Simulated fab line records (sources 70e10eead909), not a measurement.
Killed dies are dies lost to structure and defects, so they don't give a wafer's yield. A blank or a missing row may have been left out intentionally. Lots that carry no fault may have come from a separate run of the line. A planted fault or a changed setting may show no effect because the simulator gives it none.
Matching of chambers | flow nandHarc | 3 sister chambers for NHARC_P_M1_DEP_33 on pecvd-04
The step deposits SiCN, target thk 30 nm. 3 wafers are shown with their chamber, then 8 later ones without.

== EACH WAFER AND ITS CHAMBER ==
wafer  | chamber | heaterPowerW (W)
L090.2 | 2       | 553
L090.4 | 1       | 584
L092.1 | 0       | 744

== WAFERS MISSING THEIR CHAMBER ==
wafer  | heaterPowerW (W)
L092.2 | 636
L092.4 | 608
L093.1 | 534
L093.2 | 741
L093.3 | 616
L094.1 | 584
L094.3 | 731
L094.5 | 726

== EACH ONE'S CHAMBER ==
wafer  | from the rows above     | in truth
L092.2 | can't be placed: 1 or 2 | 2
L092.4 | can't be placed: 1 or 2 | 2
L093.1 | can't be placed: 2 or 1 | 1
L093.2 | 0                       | 0
L093.3 | can't be placed: 1 or 2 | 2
L094.1 | can't be placed: 1 or 2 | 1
L094.3 | 0                       | 0
L094.5 | 0                       | 0
Correctly placed: 3 of 8. From these rows, 5 cannot be placed; in 5 the true chamber is one of the candidates. 0 placed wrongly.
How it was worked out, from the rows above alone: a wafer's distance from a chamber is the root of the sum, over the readings, of the square of ((its reading less the chamber's mean) divided by the reading's scatter). If the next closest chamber is less than 2 further off than the closest, the wafer can't be placed; otherwise it belongs to the closest. The mean given for a chamber averages the wafers shown for that chamber. The scatter: root of mean squared gap, hidden wafer to nearest shown wafer, with one shown wafer a chamber.
